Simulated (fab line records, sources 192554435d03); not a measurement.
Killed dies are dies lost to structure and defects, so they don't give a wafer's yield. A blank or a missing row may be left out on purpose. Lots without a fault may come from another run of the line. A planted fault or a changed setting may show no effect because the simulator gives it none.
Split-lot experiment | flow n5_finfet | 7 lots, 21 wafers read, on a route of 1938 steps

THE SPLIT
At N5_MOL_CONTACT_COAG_ETCHBACK_135 (etches SiO2 in CHF3, target depth 25 nm, time 16.7 s), the setting time_s was moved away from the recipe's 16.7 s on 10 of the 21 wafers read, by -19.5% to +20.2%. The other wafers ran this setting at the recipe's value.

The reading is taken at the split's own step.

THE READING
SOC_of_MOL_CONTACT_COAG_COAT_75.thk_nm (the simulator's own value, which no gauge read), in nm, at N5_MOL_CONTACT_COAG_ETCHBACK_135 (etches SiO2 in CHF3, target depth 25 nm, time 16.7 s). The file gives no usual value for it. The 11 wafers here that ran the recipe average 57.3 nm, standard deviation 0.15 nm.

wafer  | tool, chamber at the split | time_s as run, s | against the recipe | SOC_of_MOL_CONTACT_COAG_COAT_75.thk_nm, nm | against lot-mates on the recipe
L079.2 | rie_diel-02, 0,1           | 16.7             | recipe             | 57.4                                       | -
L079.5 | rie_diel-02, 0,1           | 16.7             | recipe             | 57.4                                       | -
L079.4 | rie_diel-02, 1             | 18.66            | +11.7%             | 57.2                                       | -0.2
L082.1 | rie_diel-04, 3,2           | 16.7             | recipe             | 57.4                                       | -
L082.2 | rie_diel-04, 3,2           | 16.7             | recipe             | 57.4                                       | -
L082.6 | rie_diel-04, 0             | 16.7             | recipe             | 57.2                                       | -
L084.2 | rie_diel-04, 0             | 16.7             | recipe             | 57.2                                       | -
L084.4 | rie_diel-04, 2,0           | 15.27            | -8.6%              | 57.8                                       | +0.6
L084.6 | rie_diel-04, 2,0           | 15.27            | -8.6%              | 57.8                                       | +0.6
L086.3 | rie_diel-04, 3             | 20.07            | +20.2%             | 56.6                                       | -0.4
L086.5 | rie_diel-04, 2             | 20.07            | +20.2%             | 56.4                                       | -0.6
L086.6 | rie_diel-04, 1             | 16.7             | recipe             | 57                                         | -
L087.1 | rie_diel-02, 3,2           | 16.7             | recipe             | 57.4                                       | -
L087.2 | rie_diel-02, 3,2           | 16.7             | recipe             | 57.4                                       | -
L087.5 | rie_diel-02, 2             | 14.84            | -11.1%             | 57.6                                       | +0.2
L088.1 | rie_diel-01, 0,3           | 14.61            | -12.5%             | 57.8                                       | +0.2
L088.3 | rie_diel-01, 0,3           | 14.61            | -12.5%             | 57.8                                       | +0.2
L088.5 | rie_diel-01, 0             | 16.7             | recipe             | 57.6                                       | -
L091.2 | rie_diel-01, 1,2           | 13.45            | -19.5%             | 57.6                                       | +0.4
L091.6 | rie_diel-01, 1,2           | 13.45            | -19.5%             | 57.6                                       | +0.4
L091.5 | rie_diel-01, 1             | 16.7             | recipe             | 57.2                                       | -
Where a row lists several chambers, the file gives one row for several wafers and doesn't say which wafer went through which chamber.

THE FIT
A straight line over all 21 wafers: SOC_of_MOL_CONTACT_COAG_COAT_75.thk_nm changes by -0.0301 nm for each +1% of time_s; r = -0.86; the points scatter about the line by 0.2 nm.
The same after taking each lot's own level away (the mean of its wafers on the recipe; 21 wafers): -0.0239 nm for each +1%; r = -0.87; scatter 0.14 nm.
On that fit, the largest move of time_s shifts the reading by 0.48 nm.
The lots' own levels span 57.00 to 57.60 nm, that is 3.9 times the standard deviation above.
So the lot-to-lot level changes the slope: the two fits differ.
Check: with one of the wafers moved furthest among these (+20.2%) left out of the fit, the line predicts -0.483 nm for it against its lot-mates. It came out at -0.4 nm against them.

OTHER SPLITS ON THESE WAFERS
These wafers also went through other splits before the reading. Each is held against what the fit with the lots' levels taken away leaves over:
other split on the same wafers        | wafers away from the commonest value | r with SOC_of_MOL_CONTACT_COAG_COAT_75.thk_nm (lot level and that fit taken away)
N5_SD_EPI_P_DEVELOP_08 develop_time_s | 6                                    | +0.22
N5_HKMG_FIN_COAT_43 spin_rpm          | 6                                    | +0.31
N5_MOL_CONTACT_COAG_ALD_27 ald_cycles | 6                                    | +0.29

THE FILE'S OWN FIT
SOC_of_MOL_CONTACT_COAG_COAT_75.thk_nm changes by -0.0236 nm for each +1% of time_s, r = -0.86.
